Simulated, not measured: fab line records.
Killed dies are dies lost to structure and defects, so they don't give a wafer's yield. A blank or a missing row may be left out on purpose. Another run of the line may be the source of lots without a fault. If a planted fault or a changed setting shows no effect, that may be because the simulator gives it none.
fab line records	flow n5-finfet	part 1 of 2: steps 1 to 18 of 28
[record] lots = 5	wafers = 15	last-day = 15
route steps=1938 shown FIN_CUT@171 STI_FIN_REVEAL@183
lots that met no fault: from a run of the same line without faults
start-h: the number of hours between the record's first day and the start of the first shown wafer of the lot	wait-h: hours since the lot's step before	" identical to the entry in the row above	L1.1+2: one row covering several wafers at once	- no value, or no start given	* or withheld: withheld	< > ~ a bound
route shown NAME@n: a module of which the file shows steps, and the number in the route of the first	usual: average and standard deviation across the fault-free wafers	same: alike in all rows	chamber/n: place in a boat	sites: each site's reading	_std_site: the standard deviation of these	_edge_site: the outer-site mean with the inner-site mean subtracted	radius-mm: for every site, how far away it sits from the centre of the wafer	mask NAME#n: copy n	behind: the tool/chamber that last shaped the wafer	hold: why the lot was held/for how many hours/how that ended	device: names the non-switching transistor (n, p or np)	end of line: tests run on the same wafers once the route is complete	a step without rows: its recipe alone	killed: not the wafer's yield, but the dies lost to structure and defects at the first sort	map: shows each die of a wafer: x if killed, . if not, _ if none is there
set.NAME: the run value of the setting; set.NAME@STEP: its run value at that earlier step	model.NAME: the simulator's own value behind a step, which no gauge read
lots at selected steps of the route; one table per step, one row per wafer
services: from which hour (start-h, from the record's first day; less than 0 if before it) a tool's chamber was out of use, for how many hours, and why
[[steps]]
[step N5_FIN_CUT_STRIP_31]
[recipe] chemistry = N2/H2	temp-c = 40	n2-flow-sccm = 200	h2-flow-sccm = 200	rf-frequency-hz = 6e+07
lot.wafer	tool	chamber	start-h	wait-h
L079.2+3+5	rie-diel-02	2,0,0	57.25	0.0
L080.1+5+6	rie-diel-05	0,0,3	64.33	0.0
L083.1+3+4	rie-diel-05	3,0,1	82.13	0.0
L085.1+3+5	rie-diel-04	0,1,0	93.54	0.0
L087.3+4+6	rie-diel-04	1,3,0	104.87	0.0
[step N5_FIN_CUT_STRIP_24]
[recipe] chemistry = CF4	resist = SiARC	power-w = 300	bias-power-w = 75	pressure-mtorr = 50	cf4-flow-sccm = 150	rf-frequency-hz = 6e+07
[usual] cf4-flow-sccm = 150.0/0.43	drypump-motor-current-A = 5.5/0.38	oes-product-au = 0.77/0.074	rf-vpp-V = 271.5/1.5	showerhead-plenum-p-Torr = 1.81/0.054	throttle-valve-pct = 13.71/0.19
lot.wafer	tool	chamber	start-h	wait-h	cf4-flow-sccm	drypump-motor-current-A	oes-product-au	rf-hours-counter-h	rf-vpp-V	showerhead-plenum-p-Torr	throttle-valve-pct
L079.2	rie-diel-02	2	57.26	0.0	150.1	5.7	0.77	116	272.9	1.87	13.51
L079.3	"	0	"	"	150.2	5.6	0.82	66	270.5	1.83	13.60
L079.5	"	0	"	"	150.7	5.6	0.82	-	271.3	1.83	13.61
L080.1	rie-diel-05	0	64.34	0.0	150.1	5.0	0.68	215	273.3	1.84	14.03
L080.5	"	0	"	"	150.2	5.0	0.69	-	272.4	1.84	14.03
L080.6	"	3	"	"	149.8	5.3	0.78	-	270.2	1.74	13.58
L083.1	rie-diel-05	3	82.14	0.0	150.2	5.4	0.77	143	269.5	1.74	13.60
L083.3	"	0	"	"	149.7	4.9	0.68	221	273.3	1.84	14.05
L083.4	"	1	"	"	149.5	6.2	0.84	53	272.3	1.82	13.54
L085.1	rie-diel-04	0	93.55	0.0	149.5	5.5	0.75	163	273.9	1.88	13.48
L085.3	"	1	"	"	150.1	5.0	0.78	119	272.3	1.89	13.64
L085.5	"	0	"	"	149.8	5.4	0.75	-	271.4	1.88	13.50
L087.3	rie-diel-04	1	104.88	0.0	150.2	5.0	0.77	122	272.4	1.89	13.64
L087.4	"	3	"	"	150.4	5.4	0.69	204	271.0	1.78	13.92
L087.6	"	0	"	"	150.3	5.5	0.75	-	272.3	1.88	13.50
[step N5_FIN_CUT_CUT_ETCH_26]
[recipe] chemistry = CH3F/O2	target = SiNx	target-depth-a = 390	mask-material = SOC	time-s = 55.7	pressure-mtorr = 30	source-w = 395	bias-w = 73	Ar_flow_sccm = 150	CH3F_flow_sccm = 30	O2_flow_sccm = 20	ion-energy-ev = 120
[usual] drypump-motor-current-A = 5.5/0.38	oes_f_703_au = 0.78/0.08	oes-product-au = 0.78/0.081	rf-vpp-V = 300/7.1	showerhead-plenum-p-Torr = 2.03/0.066	throttle-valve-pct = 16.52/0.2
lot.wafer	tool	chamber	start-h	wait-h	drypump-motor-current-A	oes_f_703_au	oes-product-au	rf-hours-counter-h	rf-vpp-V	showerhead-plenum-p-Torr	throttle-valve-pct
L079.2	rie-diel-02	2	57.28	0.0	5.7	0.77	0.80	116	310	2.10	16.32
L079.3	"	0	"	"	5.6	0.81	0.83	66	295	2.04	16.43
L079.5	"	0	"	"	5.5	0.81	0.83	-	295	2.04	16.43
L080.1	rie-diel-05	0	64.36	0.0	4.9	0.68	0.69	215	304	2.07	16.90
L080.5	"	0	"	"	4.9	0.68	0.69	-	304	2.07	16.89
L080.6	"	3	"	"	5.3	0.77	0.77	-	298	1.94	16.39
L083.1	rie-diel-05	3	82.16	0.0	5.4	0.76	0.77	143	299	1.94	16.42
L083.3	"	0	"	"	5.0	0.68	0.69	221	305	2.07	16.92
L083.4	"	1	"	"	6.2	0.86	0.84	53	300	2.03	16.34
L085.1	rie-diel-04	0	93.57	0.0	5.4	0.75	0.76	163	307	2.09	16.20
L085.3	"	1	"	"	5.0	0.75	0.76	119	303	2.09	16.39
L085.5	"	0	"	"	5.4	0.75	0.76	-	307	2.09	16.20
L087.3	rie-diel-04	1	104.90	0.0	5.0	0.74	0.76	122	303	2.09	16.37
L087.4	"	3	"	"	5.4	0.70	0.69	204	302	1.97	16.62
L087.6	"	0	"	"	5.5	0.76	0.76	-	306	2.09	16.20
[step N5_FIN_CUT_CUT_ETCH_27]
[recipe] chemistry = CHF3/O2	target = SiO2	target-depth-a = 40	mask-material = SOC	overetch-a = 20	time-s = 4.9	pressure-mtorr = 30	source-w = 650	bias-w = 170	Ar_flow_sccm = 200	CHF3_flow_sccm = 50	O2_flow_sccm = 5	ion-energy-ev = 200
[usual] drypump-motor-current-A = 5.5/0.38	oes_f_703_au = 0.78/0.077	oes-product-au = 0.62/0.06	rf-vpp-V = 528/13	showerhead-plenum-p-Torr = 2.44/0.076	throttle-valve-pct = 19.00/0.2
lot.wafer	tool	chamber	start-h	wait-h	drypump-motor-current-A	oes_f_703_au	oes-product-au	rf-hours-counter-h	rf-vpp-V	showerhead-plenum-p-Torr	throttle-valve-pct
L079.2	rie-diel-02	2	57.33	0.0	5.7	0.77	0.62	116	548	2.52	18.80
L079.3	"	0	"	"	5.5	0.81	0.66	66	519	2.46	18.94
L079.5	"	0	"	"	5.6	0.80	0.65	-	519	2.46	18.94
L080.1	rie-diel-05	0	64.41	0.0	4.9	0.69	0.55	215	537	2.49	19.36
L080.5	"	0	"	"	4.9	0.68	0.55	-	538	2.49	19.35
L080.6	"	3	"	"	5.3	0.76	0.61	-	527	2.34	18.86
L083.1	rie-diel-05	3	82.21	0.0	5.4	0.76	0.61	143	528	2.34	18.89
L083.3	"	0	"	"	4.9	0.68	0.54	221	537	2.49	19.36
L083.4	"	1	"	"	6.2	0.86	0.67	53	530	2.44	18.81
L085.1	rie-diel-04	0	93.62	0.0	5.5	0.76	0.60	163	542	2.52	18.64
L085.3	"	1	"	"	5.0	0.74	0.63	119	533	2.52	18.84
L085.5	"	0	"	"	5.5	0.76	0.60	-	542	2.52	18.65
L087.3	rie-diel-04	1	104.95	0.0	5.0	0.75	0.62	122	535	2.52	18.84
L087.4	"	3	"	"	5.4	0.69	0.55	204	533	2.38	19.08
L087.6	"	0	"	"	5.4	0.76	0.59	-	543	2.51	18.67
[step N5_FIN_CUT_PRECLEAN_35]
[recipe] time-s = 13.3	temp-c = 45	pressure-torr = 125	p-hf-torr = 3	p-coreactant-torr = 25	chemistry = vHF
[usual] drypump-motor-current-A = 5.7/0.56	pressure-torr = 125.00/0.26
lot.wafer	tool	chamber	start-h	wait-h	drypump-motor-current-A	pressure-torr
L079.2	vapor-etch-02	0	57.40	0.0	5.2	125.11
L079.3	"	0	"	"	5.2	125.13
L079.5	"	0	"	"	5.2	124.88
L080.1	vapor-etch-02	1	64.48	0.0	5.1	124.96
L080.5	"	1	"	"	5.1	125.13
L080.6	"	0	"	"	5.2	125.09
L083.1	vapor-etch-02	0	82.28	0.0	5.2	125.15
L083.3	"	0	"	"	5.2	124.88
L083.4	"	1	"	"	5.1	124.85
L085.1	vapor-etch-01	1	93.69	0.0	5.7	125.24
L085.3	"	0	"	"	6.5	125.10
L085.5	"	1	"	"	5.7	125.28
L087.3	vapor-etch-01	0	105.03	0.1	6.4	125.40
L087.4	"	1	"	"	5.7	125.20
L087.6	"	1	"	"	5.7	124.98
[step N5_FIN_CUT_CUT_ETCH_15]
[recipe] chemistry = HBr/Cl2/O2	target = Si	target-depth-a = 1000	bt-time-s = 10	mask-material = SOC	time-s = 42.4	ion-energy-ev = *	bias-w = *	pressure-mtorr = 10	icp-w = 800	HBr_flow_sccm = 150	Cl2_flow_sccm = 80	O2_flow_sccm = 12
[usual] drypump-motor-current-A = 6.0/0.34	oes-product-au = 1.005/0.018	throttle-valve-pct = 37.08/0.27
lot.wafer	tool	chamber	start-h	wait-h	drypump-motor-current-A	oes-product-au	rf-hours-counter-h	throttle-valve-pct
L079.2	rie-si-01	1	57.48	0.1	6.2	1.011	57	37.38
L079.3	"	3	"	"	5.6	0.970	77	36.93
L079.5	"	3	"	"	5.6	0.966	-	36.95
L080.1	rie-si-06	3	64.56	0.1	5.9	0.977	119	37.45
L080.5	"	2	"	"	5.5	1.010	-	37.07
L080.6	"	3	"	"	5.9	0.976	-	37.45
L083.1	rie-si-04	0	82.36	0.1	6.2	1.004	105	36.88
L083.3	"	3	"	"	6.6	0.997	29	37.29
L083.4	"	2	"	"	5.5	1.022	170	37.26
L085.1	rie-si-01	1	93.77	0.1	6.2	1.011	58	37.38
L085.3	"	0	"	"	6.1	1.020	60	36.75
L085.5	"	0	"	"	6.1	1.026	-	36.75
L087.3	rie-si-04	3	105.10	0.0	6.6	0.998	30	37.28
L087.4	"	1	"	"	6.0	1.005	49	37.40
L087.6	"	2	"	"	5.5	1.032	-	37.24
[step N5_FIN_CUT_CUT_ETCH_28]
[recipe] chemistry = HBr/Cl2/O2	target = Si	target-depth-a = 60	mask-material = SOC	time-s = 2.4	ion-energy-ev = *	bias-w = *	pressure-mtorr = 10	icp-w = 800	HBr_flow_sccm = 150	Cl2_flow_sccm = 80	O2_flow_sccm = 12
[usual] drypump-motor-current-A = 6.0/0.34	oes-product-au = 1.005/0.018	throttle-valve-pct = 37.07/0.27
lot.wafer	tool	chamber	start-h	wait-h	drypump-motor-current-A	oes-product-au	rf-hours-counter-h	throttle-valve-pct
L079.2	rie-si-01	1	57.53	0.0	6.3	1.007	57	37.36
L079.3	"	3	"	"	5.6	0.966	77	36.93
L079.5	"	3	"	"	5.6	0.968	-	36.92
L080.1	rie-si-06	3	64.61	0.0	5.9	0.979	119	37.46
L080.5	"	2	"	"	5.5	1.004	-	37.06
L080.6	"	3	"	"	5.9	0.979	-	37.45
L083.1	rie-si-04	0	82.41	0.0	6.2	1.005	105	36.86
L083.3	"	3	"	"	6.6	1.002	29	37.28
L083.4	"	2	"	"	5.5	1.027	170	37.25
L085.1	rie-si-01	1	93.82	0.0	6.3	1.006	58	37.36
L085.3	"	0	"	"	6.1	1.018	60	36.75
L085.5	"	0	"	"	6.1	1.018	-	36.74
L087.3	rie-si-04	3	105.15	0.0	6.6	1.000	30	37.27
L087.4	"	1	"	"	6.1	1.001	49	37.40
L087.6	"	2	"	"	5.5	1.026	-	37.24
[step N5_FIN_CUT_STRIP_22]
[recipe] chemistry = N2/H2	power-w = 500	temp-c = 40	pressure-mtorr = 50	rf-frequency-hz = 6e+07	overash-fraction = 0.3	bias-power-w = 8	h2-frac = 0.5	n2-flow-sccm = 300	h2-flow-sccm = 300
[usual] drypump-motor-current-A = 5.6/0.39	oes-product-au = 0.78/0.077	rf-vpp-V = 54.2/2.4	showerhead-plenum-p-Torr = 3.40/0.11	throttle-valve-pct = 19.1/0.44
lot.wafer	tool	chamber	start-h	wait-h	drypump-motor-current-A	oes-product-au	rf-hours-counter-h	rf-vpp-V	showerhead-plenum-p-Torr	throttle-valve-pct
L079.2	rie-diel-05	3	57.60	0.0	5.4	0.76	134	54.1	3.22	18.6
L079.3	"	2	"	"	5.7	0.79	114	56.0	3.24	19.0
L079.5	"	1	"	"	6.2	0.87	-	57.6	3.44	19.9
L080.1	rie-diel-02	1	64.76	0.1	6.1	0.98	10	52.9	3.43	19.1
L080.5	"	3	"	"	5.7	0.70	-	54.8	3.19	18.9
L080.6	"	2	"	"	5.7	0.79	-	54.5	3.52	18.8
L083.1	rie-diel-02	0	82.49	0.1	5.5	0.82	77	55.3	3.42	19.1
L083.3	"	1	"	"	6.1	0.93	17	53.7	3.43	19.1
L083.4	"	2	"	"	5.7	0.79	126	53.5	3.51	18.9
L085.1	rie-diel-02	0	93.93	0.1	5.6	0.82	81	55.0	3.42	19.1
L085.3	"	2	"	"	5.7	0.78	130	49.5	3.51	18.9
L085.5	"	3	"	"	5.7	0.68	-	53.4	3.19	19.0
L087.3	rie-diel-02	3	105.22	0.0	5.7	0.68	247	56.1	3.19	19.0
L087.4	"	1	"	"	6.0	0.93	24	61.1	3.42	19.2
L087.6	"	2	"	"	5.7	0.78	-	49.8	3.51	18.8
[step N5_FIN_CUT_PRECLEAN_36]
[recipe] chemistry = O3/DIW	time-s = 60	temp-c = 22	o3-ppm = 10
lot.wafer	tool	chamber	start-h	wait-h
L079.2+3+5	wet-bench-02	4,3,7	57.66	-
L080.1+5+6	wet-bench-02	7,1,6	64.83	-
L083.1+3+4	wet-bench-03	1,0,2	82.56	-
L085.1+3+5	wet-bench-02	6,3,1	94.00	-
L087.3+4+6	wet-bench-05	1,3,2	105.28	-
[step N5_FIN_CUT_SRD_32]
[recipe] dry = ipa-marangoni	time-s = 30	temp-c = 23	rinse-liquid = diw
lot.wafer	tool	chamber	start-h	wait-h
L079.2+3+5	wet-bench-02	4,3,7	57.68	0.0
L080.1+5+6	wet-bench-02	7,1,6	64.85	0.0
L083.1+3+4	wet-bench-03	1,0,2	82.58	0.0
L085.1+3+5	wet-bench-02	6,3,1	94.02	0.0
L087.3+4+6	wet-bench-05	1,3,2	105.30	0.0
[step N5_FIN_CUT_UV_OZONE_34]
[recipe] time-s = 120	pressure-torr = 760	temp-c = 25
[usual] pressure-torr = 759.7/1.5
lot.wafer	tool	chamber	start-h	wait-h	pressure-torr
L079.2	wet-bench-02	4	57.70	0.0	760.6
L079.3	"	3	"	"	757.3
L079.5	"	7	"	"	762.2
L080.1	wet-bench-02	7	64.87	0.0	761.3
L080.5	"	1	"	"	760.2
L080.6	"	6	"	"	758.2
L083.1	wet-bench-03	1	82.60	0.0	757.5
L083.3	"	0	"	"	759.0
L083.4	"	2	"	"	760.3
L085.1	wet-bench-02	6	94.04	0.0	761.5
L085.3	"	3	"	"	761.2
L085.5	"	1	"	"	758.0
L087.3	wet-bench-05	1	105.32	0.0	759.5
L087.4	"	3	"	"	757.7
L087.6	"	2	"	"	758.1
[step N5_FIN_CUT_INSPECT_17]
[recipe] inspect-instrument = brightfield	mode = aei
[usual] raw-defect-count = 252/66
lot.wafer	tool	chamber	start-h	wait-h	raw-defect-count
L079.2	defect-inspect-01	-	57.76	0.0	346
L079.3	"	-	"	"	223
L079.5	"	-	"	"	355
L080.1	defect-inspect-02	-	64.93	0.0	205
L080.5	"	-	"	"	195
L080.6	"	-	"	"	165
L083.1	defect-inspect-02	-	82.65	0.0	144
L083.3	"	-	"	"	180
L083.4	"	-	"	"	242
L085.1	defect-inspect-01	-	94.11	0.0	283
L085.3	"	-	"	"	229
L085.5	"	-	"	"	233
L087.3	defect-inspect-02	-	105.38	0.0	206
L087.4	"	-	"	"	366
L087.6	"	-	"	"	209
[step N5_STI_FIN_REVEAL_ALD_00]
[recipe] material = SiO2	target-thk-a = 10	temp-c = 300	ald-precursor-family = BDEAS	ald-co-reactant = O2-plasma	pulse-time-s = 1	pressure-torr = 2
[usual] heater-power-w = 478/39	precursor-pulse-height-rel = 1.000/0.021	susceptor-temp-C = 300.03/0.2
lot.wafer	tool	chamber	start-h	wait-h	heater-power-w	precursor-pulse-height-rel	susceptor-temp-C
L079.2	ald-sin-02	0	57.79	0.0	425	0.988	300.31
L079.3	"	2	"	"	553	1.030	299.90
L079.5	"	2	"	"	549	1.021	299.81
L080.1	ald-sin-04	1	64.96	0.0	483	0.998	300.31
L080.5	"	1	"	"	491	1.002	300.05
L080.6	"	0	"	"	520	0.982	300.09
L083.1	ald-sin-02	3	82.69	0.0	428	1.010	300.09
L083.3	"	2	"	"	557	1.022	299.75
L083.4	"	1	"	"	490	0.984	299.99
L085.1	ald-sin-04	1	94.14	0.0	489	0.975	300.23
L085.3	"	0	"	"	518	0.989	300.41
L085.5	"	3	"	"	510	0.988	299.93
L087.3	ald-sin-04	2	105.41	0.0	467	0.992	300.11
L087.4	"	1	"	"	498	0.975	299.83
L087.6	"	3	"	"	485	0.985	300.13
[step N5_STI_FIN_REVEAL_ALD_14]
[recipe] material = Si3N4	target-thk-a = 30	temp-c = 400	ald-precursor-family = SiH2I2	ald-co-reactant = N2/H2-plasma	pressure-torr = 2
[usual] heater-power-w = 852/69	susceptor-temp-C = 400.03/0.24
lot.wafer	tool	chamber	start-h	wait-h	heater-power-w	susceptor-temp-C
L079.2	ald-sin-02	0	57.84	0.0	781	400.15
L079.3	"	2	"	"	990	400.13
L079.5	"	2	"	"	1003	400.25
L080.1	ald-sin-04	1	65.01	0.0	841	400.28
L080.5	"	1	"	"	863	399.86
L080.6	"	0	"	"	901	399.98
L083.1	ald-sin-02	3	82.74	0.0	747	400.06
L083.3	"	2	"	"	998	399.81
L083.4	"	1	"	"	852	399.72
L085.1	ald-sin-04	1	94.19	0.0	874	399.90
L085.3	"	0	"	"	937	400.18
L085.5	"	3	"	"	893	400.31
L087.3	ald-sin-04	2	105.46	0.0	840	399.91
L087.4	"	1	"	"	869	399.63
L087.6	"	3	"	"	902	400.06
[step N5_STI_FIN_REVEAL_FCVD_FILL_01]
[recipe] material = SiO2_flowable	target-thk-a = 3120	temp-c = 100	pressure-torr = 0.8	rf-w = 2000	time-s = 512.2
[usual] susceptor-temp-C = 100.00/0.14
lot.wafer	tool	chamber	start-h	wait-h	susceptor-temp-C
L079.2	fcvd-02	1	58.08	0.1	100.00
L079.3	"	0	"	"	99.86
L079.5	"	0	"	"	99.87
L080.1	fcvd-02	1	65.25	0.1	100.21
L080.5	"	0	"	"	99.88
L080.6	"	1	"	"	100.23
L083.1	fcvd-01	1	82.98	0.1	99.86
L083.3	"	1	"	"	99.86
L083.4	"	1	"	"	100.15
L085.1	fcvd-02	1	94.43	0.1	99.85
L085.3	"	0	"	"	99.98
L085.5	"	0	"	"	99.96
L087.3	fcvd-02	1	105.90	0.3	100.15
L087.4	"	0	"	"	100.11
L087.6	"	0	"	"	100.17
[step N5_STI_FIN_REVEAL_DENSIFY_02]
[recipe] temp-c = 650	ambient = steam	time-s = 1800	idle-temp-c = 400	densification-p-h2o-torr = 640
[usual] densification-p-h2o-torr = 640.1/1.3
lot.wafer	tool	chamber	start-h	wait-h	densification-p-h2o-torr
L079.2	furnace-02	0	58.72	0.4	641.3
L079.3	"	0	"	"	639.9
L079.5	"	0	"	"	638.2
L080.1	furnace-01	0	65.88	0.4	640.1
L080.5	"	0	"	"	639.8
L080.6	"	0	"	"	640.9
L083.1	furnace-03	0	84.91	1.7	640.8
L083.3	"	0	"	"	642.1
L083.4	"	0	"	"	640.1
L085.1	furnace-01	0	95.07	0.4	640.7
L085.3	"	0	"	"	638.1
L085.5	"	0	"	"	638.3
L087.3	furnace-02	0	106.33	0.2	641.2
L087.4	"	0	"	"	640.0
L087.6	"	0	"	"	642.3
[step N5_STI_FIN_REVEAL_CMP_04]
[recipe] stop-on = Si3N4	t-overpolish-s = 4	down-force-psi = 2	platen-rpm = 54.18	post-cmp-clean = alkaline-brush	pad-velocity-m-s = 1.078	target-thk-nm = 131.83
[usual] motor-current-A = 8.4/1.2	overpolish-run-s = 3.999/0.009	platen-rpm = 54.19/0.035	retaining-ring-pressure-frac = 1.001/0.0045	time-to-endpoint-s = 104/5.9
lot.wafer	tool	chamber	start-h	wait-h	motor-current-A	overpolish-run-s	platen-rpm	retaining-ring-pressure-frac	time-to-endpoint-s
L079.3	cmp-01	2	62.96	0.1	8.1	4.005	54.20	1.001	95
L079.2	"	3	"	"	8.2	3.992	54.26	0.996	92
L079.5	"	0	"	"	7.8	3.997	54.17	0.999	101
L080.1	cmp-04	3	70.13	0.1	10.4	3.997	54.19	0.994	107
L080.6	"	1	"	"	7.6	3.990	54.11	1.007	102
L080.5	"	2	"	"	8.5	3.995	54.19	0.992	101
L083.4	cmp-04	3	89.08	0.0	10.5	3.989	54.20	0.993	110
L083.1	"	0	"	"	8.0	3.989	54.18	0.993	108
L083.3	"	2	"	"	8.5	3.996	54.16	1.001	108
L085.3	cmp-01	1	99.27	0.1	6.6	3.998	54.14	0.996	92
L085.1	"	2	"	"	8.3	3.990	54.20	1.002	99
L085.5	"	0	"	"	8.1	4.010	54.16	1.006	98
L087.3	cmp-04	2	110.54	0.1	8.9	4.016	54.24	1.004	108
L087.4	"	0	"	"	8.0	4.002	54.21	0.997	110
L087.6	"	2	"	"	8.8	4.008	54.18	1.001	110
[step N5_STI_FIN_REVEAL_THK_MEAS_05]
[usual] thk-nm = 131.9/1.1
lot.wafer	tool	chamber	start-h	wait-h	thk-nm
L079.2	film-metro-02	-	63.18	-	130.8
L079.3	"	-	"	"	131.1
L079.5	"	-	"	"	131.9
L080.1	film-metro-01	-	70.34	-	131.3
L080.5	"	-	"	"	130.6
L080.6	"	-	"	"	130.9
L083.1	film-metro-01	-	89.37	-	133.4
L083.3	"	-	"	"	132.3
L083.4	"	-	"	"	133.2
L085.1	film-metro-02	-	99.53	-	131.8
L085.3	"	-	"	"	131.5
L085.5	"	-	"	"	132.4
L087.3	film-metro-01	-	110.80	-	132.4
L087.4	"	-	"	"	133.0
L087.6	"	-	"	"	131.7
